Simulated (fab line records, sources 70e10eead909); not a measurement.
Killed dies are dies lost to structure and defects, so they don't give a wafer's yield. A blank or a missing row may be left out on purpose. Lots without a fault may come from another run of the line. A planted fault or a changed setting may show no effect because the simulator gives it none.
Chamber matching | flow nand_harc | NHARC_A_STAIRCASE_DESCUM_219 on rie_diel-08: 4 sister chambers
The step chemistry O2, time 3 s. 8 wafers are shown with their chamber, then 8 later ones without.

WAFERS WITH THEIR CHAMBER
wafer  | chamber | drypump_motor_current_A (A) | showerhead_plenum_p_Torr (Torr)
L080.2 | 1       | 5.7                         | 1.78
L081.2 | 1       | 5.7                         | 1.78
L087.5 | 0       | 4.8                         | 2.05
L087.6 | 2       | 6.3                         | 1.90
L088.2 | 2       | 6.3                         | 1.90
L088.3 | 3       | 5.9                         | 1.80
L088.6 | 3       | 5.9                         | 1.80
L089.1 | 0       | 4.9                         | 2.04

WAFERS WITHOUT THEIR CHAMBER
wafer  | drypump_motor_current_A (A) | showerhead_plenum_p_Torr (Torr)
L089.5 | 6.3                         | 1.90
L089.6 | 5.9                         | 1.79
L095.1 | 6.3                         | 1.89
L095.3 | 4.9                         | 2.04
L095.4 | 5.9                         | 1.79
L097.1 | 5.9                         | 1.79
L097.3 | 5.7                         | 2.07
L097.4 | 4.8                         | 2.03

WHICH CHAMBER EACH WENT THROUGH
wafer  | from the rows above | in truth
L089.5 | 2                   | 2
L089.6 | 3                   | 3
L095.1 | 2                   | 2
L095.3 | 0                   | 0
L095.4 | 3                   | 3
L097.1 | 3                   | 3
L097.3 | 0                   | 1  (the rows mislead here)
L097.4 | 0                   | 0
Placed correctly: 7 of 8. Can't be placed from these rows: 0. Placed wrongly: 1.
How it was worked out, from the rows above alone: a wafer's distance from a chamber is the root of the sum, over the readings, of the square of ((its reading less the chamber's mean) divided by the reading's scatter). The wafer belongs to the nearest chamber; if the next one is less than 2 further off, it can't be placed. A chamber's mean is the mean of its shown wafers. The scatter: the root of (the sum of the squares of (reading less its chamber's mean) over the shown wafers, divided by (wafers less chambers)).
